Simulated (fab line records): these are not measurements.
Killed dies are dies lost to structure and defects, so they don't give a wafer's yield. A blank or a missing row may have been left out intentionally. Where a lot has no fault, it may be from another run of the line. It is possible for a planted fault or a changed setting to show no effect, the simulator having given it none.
Which tool did it? + flow nand-harc + 12 lots, 36 wafers sampled, at 5 steps of a route of 1302

WHAT THE GAUGES SHOWED, per wafer
NHARC_P_GATE_CD_MEAS_11: the cd target is 1640 nm. Usual: cd-nm reads 1640.4 nm (standard deviation 1.4).
| lot  | measured     | on        | cd-nm (nm)           | flag |
|------|--------------|-----------|----------------------|------|
| L705 | day 4 08:09  | cd-sem-02 | 1643.8 1643.4 1642.3 |      |
| L706 | day 4 20:57  | cd-sem-01 | 1638.6 1639.2 1639.8 |      |
| L707 | day 5 07:11  | cd-sem-03 | 1642.8 1641.6 1643.4 |      |
| L710 | day 6 12:40  | cd-sem-02 | 1639.5 1641.9 1641.7 |      |
| L712 | day 7 06:28  | cd-sem-02 | 1640.9 1641.6 1641.3 |      |
| L715 | day 8 09:53  | cd-sem-01 | 1639.7 1640.8 1640.9 |      |
| L716 | day 8 22:13  | cd-sem-01 | 1638.9 1638.1 1640.1 |      |
| L717 | day 9 10:46  | cd-sem-01 | 1639.4 1639.5 1640.5 |      |
| L718 | day 10 09:55 | cd-sem-01 | 1640.0 1639.4 1640.3 |      |
| L724 | day 12 08:07 | cd-sem-03 | 1640.8 1640.6 1636.8 |      |
| L726 | day 13 03:57 | cd-sem-03 | 1641.5 1640.2 1642.9 |      |
| L728 | day 13 22:07 | cd-sem-02 | 1640.0 1639.6 1641.1 |      |

NHARC_P_GATE_CD_MEAS_46: the cd target is 720 nm. Usual: cd-nm reads 719.6 nm (standard deviation 1.1).
| lot  | measured     | on        | cd-nm (nm)        | flag |
|------|--------------|-----------|-------------------|------|
| L705 | day 5 11:28  | cd-sem-01 | 719.9 720.1 720.8 |      |
| L706 | day 5 23:04  | cd-sem-01 | 719.2 720.6 719.2 |      |
| L707 | day 6 11:57  | cd-sem-01 | 721.1 719.1 719.4 |      |
| L710 | day 7 17:27  | cd-sem-01 | 720.9 721.5 719.5 |      |
| L712 | day 8 08:21  | cd-sem-01 | 719.4 721.5 719.9 |      |
| L715 | day 9 12:01  | cd-sem-01 | 718.4 719.5 719.4 |      |
| L716 | day 10 00:29 | cd-sem-02 | 720.6 719.4 720.1 |      |
| L717 | day 10 13:50 | cd-sem-02 | 718.7 717.9 718.6 |      |
| L718 | day 11 16:30 | cd-sem-03 | 719.6 719.4 720.2 |      |
| L724 | day 13 11:23 | cd-sem-03 | 690.2 688.8 690.0 | OFF  |
| L726 | day 14 05:56 | cd-sem-01 | 691.9 690.3 690.6 | OFF  |
| L728 | day 15 02:53 | cd-sem-02 | 717.6 717.7 718.2 |      |

WHAT TOOL EACH LOT RAN ON (gives the tool, then ch and the chambers of the sampled wafers, and finally the start)
| lot  | NHARC_P_GATE_DESCUM_13             | NHARC_P_GATE_HM_DEP_102       | NHARC_P_GATE_EXPOSE_43            |
|------|------------------------------------|-------------------------------|-----------------------------------|
| L705 | rie-diel-12 ch 0,1, day 4 08:19    | acl-dep-03 ch 0, day 4 21:35  | krf-scanner-04 ch 0, day 5 11:19  |
| L706 | rie-diel-07 ch 1,2,3, day 4 21:06  | acl-dep-01 ch 0, day 5 09:47  | krf-scanner-03 ch 0, day 5 22:55  |
| L707 | rie-diel-07 ch 1,2,3, day 5 07:22  | acl-dep-01 ch 0, day 5 22:50  | krf-scanner-04 ch 0, day 6 11:48  |
| L710 | rie-diel-12 ch 1,3, day 6 12:50    | acl-dep-02 ch 0, day 7 02:30  | krf-scanner-04 ch 0, day 7 17:18  |
| L712 | rie-diel-12 ch 1,2, day 7 06:38    | acl-dep-01 ch 0, day 7 19:11  | krf-scanner-04 ch 0, day 8 08:11  |
| L715 | rie-diel-03 ch 1,3, day 8 10:02    | acl-dep-02 ch 0, day 8 22:43  | krf-scanner-03 ch 0, day 9 11:51  |
| L716 | rie-diel-12 ch 0,1,2, day 8 22:23  | acl-dep-02 ch 0, day 9 11:07  | krf-scanner-03 ch 0, day 10 00:19 |
| L717 | rie-diel-03 ch 0,2,3, day 9 10:56  | acl-dep-02 ch 0, day 10 00:30 | krf-scanner-02 ch 0, day 10 13:41 |
| L718 | rie-diel-03 ch 0,1,2, day 10 10:06 | acl-dep-03 ch 0, day 11 03:15 | krf-scanner-02 ch 0, day 11 16:20 |
| L724 | rie-diel-03 ch 0,1,3, day 12 08:18 | acl-dep-03 ch 0, day 12 21:40 | krf-scanner-03 ch 0, day 13 11:13 |
| L726 | rie-diel-07 ch 1,2, day 13 04:07   | acl-dep-01 ch 0, day 13 16:37 | krf-scanner-03 ch 0, day 14 05:47 |
| L728 | rie-diel-12 ch 0,1,2, day 13 22:19 | acl-dep-01 ch 0, day 14 13:28 | krf-scanner-02 ch 0, day 15 02:43 |
- NHARC_P_GATE_DESCUM_13: chemistry O2, time 3 s.
- NHARC_P_GATE_HM_DEP_102: deposits aC, target thk 120 nm.
- NHARC_P_GATE_EXPOSE_43: exposes mask P NSD, target cd 720 nm.

AS READ BY THE TOOLS THEMSELVES (means over the sampled wafers that have a number; for cases with no such wafer, the mark the record gives instead)
NHARC_P_GATE_DESCUM_13. Usual: drypump-motor-current-A 6.0 A, standard deviation 0.51; oes-product-au 1.002 a.u., standard deviation 0.007; rf-vpp-V 57.8 V, standard deviation 0.89; showerhead-plenum-p-Torr 1.93 Torr, standard deviation 0.071; throttle-valve-pct 11.312 %, standard deviation 0.0084.
| lot  | tool        | drypump-motor-current-A (A) | oes-product-au (a.u.) | rf-vpp-V (V) | showerhead-plenum-p-Torr (Torr) | throttle-valve-pct (%) | flag |
|------|-------------|-----------------------------|-----------------------|--------------|---------------------------------|------------------------|------|
| L705 | rie-diel-12 | 5.7                         | 1.006                 | 58.0         | 1.94                            | 11.317                 |      |
| L706 | rie-diel-07 | 6.0                         | 1.000                 | 57.9         | 1.98                            | 11.305                 |      |
| L707 | rie-diel-07 | 6.0                         | 1.003                 | 57.5         | 1.98                            | 11.304                 |      |
| L710 | rie-diel-12 | 6.1                         | 0.997                 | 57.3         | 1.94                            | 11.318                 |      |
| L712 | rie-diel-12 | 6.3                         | 1.006                 | 57.8         | 1.98                            | 11.315                 |      |
| L715 | rie-diel-03 | 6.2                         | 1.004                 | 56.5         | 1.84                            | 11.311                 |      |
| L716 | rie-diel-12 | 5.8                         | 0.996                 | 57.9         | 1.96                            | 11.310                 |      |
| L717 | rie-diel-03 | 5.9                         | 1.007                 | 57.8         | 1.84                            | 11.311                 |      |
| L718 | rie-diel-03 | 6.1                         | 1.009                 | 57.6         | 1.87                            | 11.313                 |      |
| L724 | rie-diel-03 | 6.2                         | 0.991                 | 57.2         | 1.87                            | 11.316                 |      |
| L726 | rie-diel-07 | 6.0                         | 1.005                 | 58.3         | 1.98                            | 11.299                 |      |
| L728 | rie-diel-12 | 5.8                         | 1.003                 | 57.2         | 1.96                            | 11.312                 |      |

NHARC_P_GATE_HM_DEP_102. Usual: throttle-valve-pct reads 34.999 % (standard deviation 0.0089).
| lot  | tool       | throttle-valve-pct (%) | flag |
|------|------------|------------------------|------|
| L705 | acl-dep-03 | 35.008                 |      |
| L706 | acl-dep-01 | 34.996                 |      |
| L707 | acl-dep-01 | 34.993                 |      |
| L710 | acl-dep-02 | 35.003                 |      |
| L712 | acl-dep-01 | 34.991                 |      |
| L715 | acl-dep-02 | 35.001                 |      |
| L716 | acl-dep-02 | 35.000                 |      |
| L717 | acl-dep-02 | 34.997                 |      |
| L718 | acl-dep-03 | 35.000                 |      |
| L724 | acl-dep-03 | 35.002                 |      |
| L726 | acl-dep-01 | 34.995                 |      |
| L728 | acl-dep-01 | 35.005                 |      |

NHARC_P_GATE_EXPOSE_43. Usual: exposure-dose-mJ-cm2 reads 14.816 (standard deviation 0.014).
| lot  | tool           | exposure-dose-mJ-cm2 | flag |
|------|----------------|----------------------|------|
| L705 | krf-scanner-04 | 14.832               |      |
| L706 | krf-scanner-03 | 14.812               |      |
| L707 | krf-scanner-04 | 14.826               |      |
| L710 | krf-scanner-04 | 14.827               |      |
| L712 | krf-scanner-04 | 14.819               |      |
| L715 | krf-scanner-03 | 14.808               |      |
| L716 | krf-scanner-03 | 14.829               |      |
| L717 | krf-scanner-02 | 14.809               |      |
| L718 | krf-scanner-02 | 14.791               |      |
| L724 | krf-scanner-03 | 12.491               | OFF  |
| L726 | krf-scanner-03 | 12.489               | OFF  |
| L728 | krf-scanner-02 | 14.799               |      |

THE ANSWER, worked out from the rows above alone
Rule: a lot counts as off when the mean over its wafers that have a number is more than 3 standard deviations away from the usual mean. A lot without any number at a reading at which 4 lots or more have one is off too. All remaining lots with rows at the step are treated as sound. The gauges are gone through in route order, then the tools' own readings, and for those a lot's mean is taken as printed above. At the first step where some lot is off, the reading lying furthest off is the one used; lots without a number count as furthest.
Off at NHARC_P_GATE_CD_MEAS_46 (cd-nm): L724, L726.
A tool fits if, at a process step before that reading, it ran every lot that is off, and no sound lot after the first of them. Not tried: the gauges at NHARC_P_GATE_CD_MEAS_46; whatever is off there is also off at NHARC_P_GATE_EXPOSE_43, on other tools, and gauge error can't account for it. One candidate fits, namely krf-scanner-03 at NHARC_P_GATE_EXPOSE_43. Its last sound lot is L716 (day 10 00:19), its first lot that is off L724 (day 13 11:13): a fault that began between those two fits.
The tool's own readings at NHARC_P_GATE_EXPOSE_43 bear it out: on the lots that are off they differ by more than 5 times the standard deviation of the sound lots' means. exposure-dose-mJ-cm2 reads 12.490 there against 14.815 on the sound lots.

WHAT THE SIMULATOR PUT IN
Drift in process parameters on krf-scanner-03 at NHARC_P_GATE_EXPOSE_43, starting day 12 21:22. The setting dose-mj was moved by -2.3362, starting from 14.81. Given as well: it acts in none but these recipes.
Struck lots among those shown: L724, L726. The same result came from the rule above.
